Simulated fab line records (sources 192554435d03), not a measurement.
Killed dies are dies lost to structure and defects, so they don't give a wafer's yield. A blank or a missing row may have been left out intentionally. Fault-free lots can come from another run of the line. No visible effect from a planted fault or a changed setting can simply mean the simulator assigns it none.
A lot that was struck, set against a sound lot || flow n5_finfet || 37 steps out of a route of 1938
Sound: wafers L458.1, L458.2, L458.6. Struck: wafers L457.2, L457.5 (left out: L457.1, a lot-mate that was not struck); the cause follows at the end.
At each step with rows: each side's tool, then ch and its chambers, then its first start. Under that, the readings that differ: sound wafers || struck wafers || difference of the means || sigmas: that difference in standard deviations of wafers without a fault.
alike: same words and numbers on both sides, and readings whose means sit less than 2 such deviations apart. not compared: any withheld reading, any reading some wafer has no value for, any bound like >300 that may hide the same value, and any number with overlapping values for which the record gives no deviation.
The two part at a step that has a row with sigmas, a row that says differs or no value, or rows on one side only. Numbers that don't overlap but have no deviation are shown without sigmas and don't part them. A reading missing from all wafers of one side parts the sides only when that side holds two or more wafers.

first, 8 steps without rows for these wafers: N5_BEOL_M1_ECD_50 (material Cu, target thk 300 nm); N5_BEOL_M1_ANNEAL_51 (time 90 s); N5_BEOL_M1_CMP_52 (polishes, stops on SiOC, t overpolish 6.8 s, target thk 40 nm); N5_BEOL_M1_PRE_CLEAN_60 (time 15 s); N5_BEOL_M1_CO_CAP_55 (material Co, precursor CCTBA/H2, target thk 2 nm, time 102.1 s); N5_BEOL_M1_PRE_CLEAN_56 (time 15 s); N5_BEOL_M1_DEP_57 (deposits SiCN from 3MS/NH3, target thk 8 nm, time 14 s); N5_BEOL_M2_ILD_DEP_00 (deposits SiOC from DEMS/O2, target thk 79 nm, time 15.3 s).
N5_BEOL_M2_PECVD_72: deposits SiO2 from TEOS/O2, target thk 16 nm, time 18 s.
  sound on pecvd-04 ch 1,2, day 11 15:25; struck on pecvd-01 ch 2, day 11 06:39
{"reading": "susceptor_temp_C (C)", "sound": "400.20 400.13 400.43", "struck": "393.28 393.54", "difference": -6.84, "sigmas": -31}
  alike: heater_power_outer_w, heater_power_w, showerhead_plenum_p_Torr, throttle_valve_pct
  not compared: model.SiO2_of_BEOL_M2_PECVD_72.thk_nm
then, 25 steps without rows for these wafers: N5_BEOL_M2_HM_DEP_02 (deposits TiN, target thk 20 nm); N5_BEOL_M2_COAT_61 (time 60 s, resist thk 60 nm); N5_BEOL_M2_COAT_62 (time 60 s, resist thk 12 nm); N5_BEOL_M2_COAT_73 (time 60 s, resist thk 5 nm); N5_BEOL_M2_COAT_05 (resist thk 30 nm); N5_BEOL_M2_EBR_07; N5_BEOL_M2_SOFTBAKE_06 (time 60 s); N5_BEOL_M2_EXPOSE_08 (exposes mask M2); N5_BEOL_M2_PEB_09 (peb time 60 s); N5_BEOL_M2_DEVELOP_10 (develop time 30 s); N5_BEOL_M2_DESCUM_16 (chemistry O2, time 7 s); N5_BEOL_M2_ETCH_74 (etches underlayer in N2/H2, target depth 6.5 nm, time 5.2 s); N5_BEOL_M2_ETCH_63 (etches SiARC in CF4, target depth 15.6 nm, time 26 s); N5_BEOL_M2_ETCH_64 (etches SOC in N2/H2, target depth 75 nm, overetch 22.5 nm, time 121.9 s); N5_BEOL_M2_STRIP_65 (strips in N2/H2); N5_BEOL_M2_STRIP_75 (strips in N2/H2); N5_BEOL_M2_STRIP_66 (strips in CF4); N5_BEOL_M2_HM_OPEN_17 (chemistry Cl2/BCl3, target TiN, target depth 20 nm, overetch 6 nm); N5_BEOL_M2_STRIP_19 (strips in O2); N5_BEOL_M2_COAT_67 (time 60 s, resist thk 60 nm); N5_BEOL_M2_COAT_68 (time 60 s, resist thk 12 nm); N5_BEOL_M2_COAT_76 (time 60 s, resist thk 5 nm); N5_BEOL_M2_COAT_22 (resist thk 30 nm); N5_BEOL_M2_EBR_24; N5_BEOL_M2_SOFTBAKE_23 (time 60 s).
N5_BEOL_M2_HM_STRIP_39: strips TiN in peroxide tin strip, target depth 25 nm, time 158 s.
  sound on wet_bench-01 ch 3,4,5, day 12 09:18; struck on wet_bench-06 ch 0,2, day 11 14:33
  not compared: model.SiO2_of_BEOL_M2_PECVD_72.thk_nm
N5_BEOL_M4_RC_MEAS_101:
  sound on prober-02 ch 0, day 13 22:21; struck on prober-02 ch 0, day 12 23:50
  alike: DIBL_N, DIBL_P, IOFF_N, IOFF_P, ION_N, ION_P, SS_N, SS_P, VT_N, VT_P
then, 1 step without rows for these wafers: N5_PASSIVATION_PROBE_49.

## WHERE THEY PART
Only at N5_BEOL_M2_PECVD_72, as far as this record shows. Later steps at which nothing parts them and some readings are alike: N5_BEOL_M4_RC_MEAS_101.

WHY: the cause the simulator had injected
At N5_BEOL_M2_PECVD_72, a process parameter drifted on pecvd-01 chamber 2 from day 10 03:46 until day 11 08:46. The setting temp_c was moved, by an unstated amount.
